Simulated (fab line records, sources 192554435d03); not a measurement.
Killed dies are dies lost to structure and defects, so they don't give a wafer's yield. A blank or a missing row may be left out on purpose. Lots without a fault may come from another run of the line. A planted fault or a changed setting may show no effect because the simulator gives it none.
Chamber matching | flow n5_finfet | N5_BEOL_M0_SAQP_PECVD_97 on pecvd-01: 3 sister chambers
The step deposits SiNx from SiH4/NH3/N2, target thk 23 nm, time 19.9 s. 3 wafers are shown with their chamber, then 7 later ones without.

WAFERS WITH THEIR CHAMBER
wafer  | chamber | throttle_valve_pct (%)
L112.3 | 1       | 38.0
L113.2 | 0       | 41.9
L113.3 | 2       | 36.8

WAFERS WITHOUT THEIR CHAMBER
wafer  | throttle_valve_pct (%)
L113.6 | 36.9
L114.3 | 38.0
L114.5 | 42.0
L114.6 | 37.0
L116.1 | 38.0
L116.5 | 36.8
L116.6 | 38.1

WHICH CHAMBER EACH WENT THROUGH
wafer  | from the rows above | in truth
L113.6 | 2                   | 2
L114.3 | 1                   | 1
L114.5 | 0                   | 0
L114.6 | 2                   | 2
L116.1 | 1                   | 1
L116.5 | 2                   | 2
L116.6 | 1                   | 1
Placed correctly: 7 of 7. Can't be placed from these rows: 0. Placed wrongly: 0.
How it was worked out, from the rows above alone: a wafer's distance from a chamber is the root of the sum, over the readings, of the square of ((its reading less the chamber's mean) divided by the reading's scatter). The wafer belongs to the nearest chamber; if the next one is less than 2 further off, it can't be placed. A chamber's mean is the mean of its shown wafers. The scatter: with one shown wafer a chamber, the root of the mean of the squares of how far each hidden wafer lies from its nearest shown one.
